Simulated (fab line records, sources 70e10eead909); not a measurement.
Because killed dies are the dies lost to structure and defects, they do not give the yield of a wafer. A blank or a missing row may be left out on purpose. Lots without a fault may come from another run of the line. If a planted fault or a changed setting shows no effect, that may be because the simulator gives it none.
Comparing a struck lot with a sound one    flow nand harc    14 out of 1302 route steps
Sound: the wafers L819.1, L819.3, L819.6. Wafers struck: L826.1, L826.2, L826.4. Last of all comes the cause.
Order at every step that has rows: each side's tool, ch and its chambers, its first start. Under that, the readings that differ: sound wafers    struck wafers    difference of the means    sigmas: that difference in standard deviations of wafers without a fault.
alike: same words and numbers on both sides, and readings whose means sit less than 2 such deviations apart. not compared: any withheld reading, any reading some wafer has no value for, any bound like >300 that may hide the same value, and any number with overlapping values for which the record gives no deviation.
Wherever a step has rows on one side only, a row that says differs or no value, or a row with sigmas, the two part there. Non-overlapping numbers with no deviation appear without sigmas and do not part them. A reading that every wafer of one side lacks parts them only if that side has two wafers or more.

NHARC_P_M0_CMP_23: polishes, t overpolish 20 s, target thk 117.54 nm.
  sound on cmp-02 ch 0,3, day 6 07:53; struck on cmp-01 ch 0,2,3, day 9 13:18
  alike: motor current A, time to endpoint s
NHARC_P_M0_THK_MEAS_24: measures by xrf.
  sound on film metro-01 at day 6 08:12; struck on film metro-01 at day 9 13:37
  alike: thk nm
then, 1 step without rows for these wafers: NHARC_P_M0_SRD_25.
NHARC_P_M0_INSPECT_27:
  sound on defect inspect-02 at day 6 08:23; struck on defect inspect-02 at day 9 13:47
  alike: raw defect count
NHARC_P_M0_PRE_CLEAN_31: time 12 s.
  sound on pecvd-04 ch 1,2, day 6 08:27; struck on pecvd-01 ch 1,2, day 9 13:50
  alike: heater power w
NHARC_P_M0_DEP_32: deposits SiCN, target thk 30 nm.
  sound on pecvd-04 ch 1,2, day 6 08:32; struck on pecvd-01 ch 1,2, day 9 13:55
  alike: heater power w
then, 5 steps without rows for these wafers: NHARC_P_M1_DEP_00 (deposits SiOC, target thk 182.5 nm); NHARC_P_M1_DEHYDRATE_01 (time 120 s); NHARC_P_M1_HMDS_02 (time 30 s); NHARC_P_M1_COAT_34 (time 65 s); NHARC_P_M1_COAT_03 (resist thk 90 nm).
NHARC_P_M1_SOFTBAKE_04: time 55 s.
  sound on litho track-04 ch 0, day 6 09:00; struck on litho track-01 ch 0, day 9 14:00
reading                   sound                 struck                difference  sigmas
heater power total W (W)  188.26 188.66 188.32  190.87 190.82 190.94  +2.46       +19
then, 1 step without rows for these wafers: NHARC_P_M1_EBR_05.
-- break in the record here, with 18 days between the starts of the struck wafers on either side (left off in module P_M1, picked up again in module END, where the first step shown is number 1302 on the route) --
NHARC_END_SORT_01:
  sound on prober-02 ch 0, day 24 13:01; struck on prober-01 ch 0, day 27 20:34
reading                   sound           struck          difference  sigmas
defect limited yield (%)  96.6 96.3 96.2  92.0 89.5 90.8  -5.6        -2
killed at array           16 17 16        52 69 59        +44         +2
killed at other           1 3 3           0 0 1           -2          -2
  alike: killed at periphery, killed dies, killed open, killed short

== WHERE THEY PART ==
Last at NHARC_END_SORT_01 as far as this record goes, first at NHARC_P_M1_SOFTBAKE_04.

WHY: whatever the simulator had introduced
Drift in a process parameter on litho track-01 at NHARC_P_M1_SOFTBAKE_04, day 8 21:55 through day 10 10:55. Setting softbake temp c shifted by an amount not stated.
